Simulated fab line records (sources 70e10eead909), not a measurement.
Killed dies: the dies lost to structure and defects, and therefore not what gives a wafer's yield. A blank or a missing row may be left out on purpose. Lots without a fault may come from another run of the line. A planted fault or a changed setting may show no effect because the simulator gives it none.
A struck lot beside a sound one || flow nand_harc || 14 steps out of a route of 1159
Sound: wafers L824.1, L824.2, L824.3. Struck: wafer L831.3 (L831.4, L831.6, from the same lot, were not struck and are left out); the cause is given at the end.
At each step with rows: each side's tool, then ch and its chambers, then its first start. Under that, the readings that differ: sound wafers || struck wafers || difference of the means || sigmas: that difference in standard deviations of wafers without a fault.
alike: readings whose means differ by less than 2 such deviations, and words and numbers that are the same on both sides. not compared: withheld readings, readings that some wafer has no value for, bounds like >300 that may hide the same value, and numbers for which the record gives no deviation and whose values overlap.
Wherever a step has rows on one side only, a row that says differs or no value, or a row with sigmas, the two part there. When numbers do not overlap yet have no deviation, they are printed without sigmas and do not part them. A reading missing from all wafers of one side parts the sides only when that side holds two or more wafers.

first, 5 steps without rows for these wafers: NHARC_A_STAIRCASE_EXPOSE_214 (exposes mask STAIR 3); NHARC_A_STAIRCASE_PEB_215 (peb time 130 s); NHARC_A_STAIRCASE_DEVELOP_216 (time 140 s); NHARC_A_STAIRCASE_HARDBAKE_218 (time 140 s); NHARC_A_STAIRCASE_DESCUM_219 (chemistry O2, time 3 s).
NHARC_A_STAIRCASE_TRIM_220: chemistry O2, time 211.2 s.
  sound on rie_diel-12 ch 1,2,3, day 14 10:31; struck on rie_diel-05 ch 0, day 17 02:09
{"reading": "rf_hours_counter_h (h)", "sound": "41 39 37", "struck": 14, "difference": -25, "sigmas": ""}
  alike: drypump_motor_current_A, oes_product_au, rf_vpp_V, run_length_s, showerhead_plenum_p_Torr, throttle_valve_pct
NHARC_A_STAIRCASE_ETCH_221: etches the open film in C4F8/O2, target depth 100 nm, time 40.5 s.
  sound on rie_diel-12 ch 0,2,3; struck on rie_diel-05 ch 1
{"reading": "rf_hours_counter_h (h)", "sound": "41 39 40", "struck": 13, "difference": -27, "sigmas": ""}
  alike: oes_product_au, rf_vpp_V
NHARC_A_STAIRCASE_TRIM_222: chemistry O2, time 211.2 s.
  sound on rie_diel-12 ch 0,1,2; struck on rie_diel-05 ch 0
{"reading": "rf_hours_counter_h (h)", "sound": "40 37 39", "struck": 14, "difference": -25, "sigmas": ""}
  alike: drypump_motor_current_A, oes_product_au, rf_vpp_V, run_length_s, showerhead_plenum_p_Torr, throttle_valve_pct
NHARC_A_STAIRCASE_ETCH_223: etches the open film in C4F8/O2, target depth 100 nm, time 40.5 s.
  sound on rie_diel-12 ch 0,2,3; struck on rie_diel-05 ch 1
{"reading": "rf_hours_counter_h (h)", "sound": "41 39 40", "struck": 13, "difference": -27, "sigmas": ""}
  alike: oes_product_au, rf_vpp_V
NHARC_A_STAIRCASE_TRIM_224: chemistry O2, time 211.2 s.
  sound on rie_diel-12 ch 0,1,3; struck on rie_diel-05 ch 0
{"reading": "rf_hours_counter_h (h)", "sound": "37 41 40", "struck": 14, "difference": -25, "sigmas": ""}
  alike: drypump_motor_current_A, oes_product_au, rf_vpp_V, run_length_s, showerhead_plenum_p_Torr, throttle_valve_pct
then, 1 step without rows for these wafers: NHARC_A_STAIRCASE_ETCH_225 (etches the open film in C4F8/O2, target depth 100 nm, time 40.5 s).
NHARC_A_STAIRCASE_TRIM_226: chemistry O2, time 211.2 s.
  sound on rie_diel-12 ch 1,2,3, day 14 11:13; struck on rie_diel-05 ch 0, day 17 02:57
{"reading": "rf_hours_counter_h (h)", "sound": "38 39 41", "struck": 15, "difference": -24, "sigmas": ""}
{"reading": "run_length_s (s)", "sound": "231.8 232.3 233.1", "struck": 150.1, "difference": -82.3, "sigmas": "-99 or more"}
  alike: drypump_motor_current_A, oes_product_au, rf_vpp_V, showerhead_plenum_p_Torr, throttle_valve_pct
then, 1 step without rows for these wafers: NHARC_A_STAIRCASE_ETCH_227 (etches the open film in C4F8/O2, target depth 100 nm, time 40.5 s).
-- record jumps: 8 days between struck wafers' starts before vs after; left off in module A_STAIRCASE, resumes in module END, first step shown is number 1159 of the route --
NHARC_END_SORT_01:
  sound on prober-01 ch 0, day 22 01:04; struck on prober-01 ch 0, day 25 08:23
{"reading": "killed_at_array", "sound": "27 29 31", "struck": 669, "difference": "+640", "sigmas": "+53"}
{"reading": "killed_dies", "sound": "29 32 35", "struck": 672, "difference": "+640", "sigmas": "+53"}
  alike: killed_at_other, killed_at_periphery, killed_open, killed_short

WHERE THEY PART
First at NHARC_A_STAIRCASE_TRIM_226; last, within this record, at NHARC_END_SORT_01.

WHY: the cause the simulator had injected
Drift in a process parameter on rie_diel-05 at NHARC_A_STAIRCASE_TRIM_226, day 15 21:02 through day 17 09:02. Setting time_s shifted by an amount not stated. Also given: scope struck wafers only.
